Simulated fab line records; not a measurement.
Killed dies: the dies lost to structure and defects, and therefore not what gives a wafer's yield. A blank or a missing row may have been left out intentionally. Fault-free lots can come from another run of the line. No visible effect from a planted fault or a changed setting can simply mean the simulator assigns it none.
Chamber matching || flow nand-harc || NHARC_P_CONTACT_ALD_22 on ald-metal-01: 4 sister chambers
The step deposits TiN, target thk 3 nm, pulse time 1 s, ald cycles 150. 8 wafers are shown with their chamber, then 7 later ones without.

EACH WAFER AND ITS CHAMBER
{"wafer": "L080.3", "chamber": 0, "heater-power-outer-w (W)": 676, "heater-power-w (W)": 1093}
{"wafer": "L080.4", "chamber": 0, "heater-power-outer-w (W)": 684, "heater-power-w (W)": 1117}
{"wafer": "L084.6", "chamber": 1, "heater-power-outer-w (W)": 686, "heater-power-w (W)": 1094}
{"wafer": "L086.2", "chamber": 1, "heater-power-outer-w (W)": 699, "heater-power-w (W)": 1092}
{"wafer": "L086.3", "chamber": 2, "heater-power-outer-w (W)": 602, "heater-power-w (W)": 1011}
{"wafer": "L086.6", "chamber": 3, "heater-power-outer-w (W)": 577, "heater-power-w (W)": 902}
{"wafer": "L092.1", "chamber": 3, "heater-power-outer-w (W)": 596, "heater-power-w (W)": 920}
{"wafer": "L092.2", "chamber": 2, "heater-power-outer-w (W)": 603, "heater-power-w (W)": 1015}

WAFERS WITHOUT THEIR CHAMBER
{"wafer": "L092.6", "heater-power-outer-w (W)": 691, "heater-power-w (W)": 1080}
{"wafer": "L093.2", "heater-power-outer-w (W)": 589, "heater-power-w (W)": 966}
{"wafer": "L093.3", "heater-power-outer-w (W)": 599, "heater-power-w (W)": 1030}
{"wafer": "L093.4", "heater-power-outer-w (W)": 673, "heater-power-w (W)": 1057}
{"wafer": "L095.1", "heater-power-outer-w (W)": 608, "heater-power-w (W)": 1020}
{"wafer": "L095.2", "heater-power-outer-w (W)": 693, "heater-power-w (W)": 1051}
{"wafer": "L095.5", "heater-power-outer-w (W)": 683, "heater-power-w (W)": 1094}

CHAMBER TAKEN BY EACH
{"wafer": "L092.6", "from the rows above": "can't be placed: 1 or 0", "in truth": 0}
{"wafer": "L093.2", "from the rows above": "can't be placed: 2 or 3", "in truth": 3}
{"wafer": "L093.3", "from the rows above": 2, "in truth": 2}
{"wafer": "L093.4", "from the rows above": "can't be placed: 1 or 0", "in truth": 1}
{"wafer": "L095.1", "from the rows above": 2, "in truth": 2}
{"wafer": "L095.2", "from the rows above": "can't be placed: 1 or 0", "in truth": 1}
{"wafer": "L095.5", "from the rows above": "can't be placed: 0 or 1", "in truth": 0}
2 of 7 placed correctly. Can't be placed from these rows: 5 (the true chamber is among the candidates in 5). Wrongly placed: 0.
How it was worked out, from the rows above alone: a wafer's distance from a chamber is the root of the sum, over the readings, of the square of ((its reading less the chamber's mean) divided by the reading's scatter). The wafer belongs to the nearest chamber; if the next one is less than 2 further off, it can't be placed. A chamber's mean is the mean of its shown wafers. The scatter is the square root of a quotient: the sum, over the shown wafers, of each reading's squared deviation from its chamber's mean, divided by wafers minus chambers.
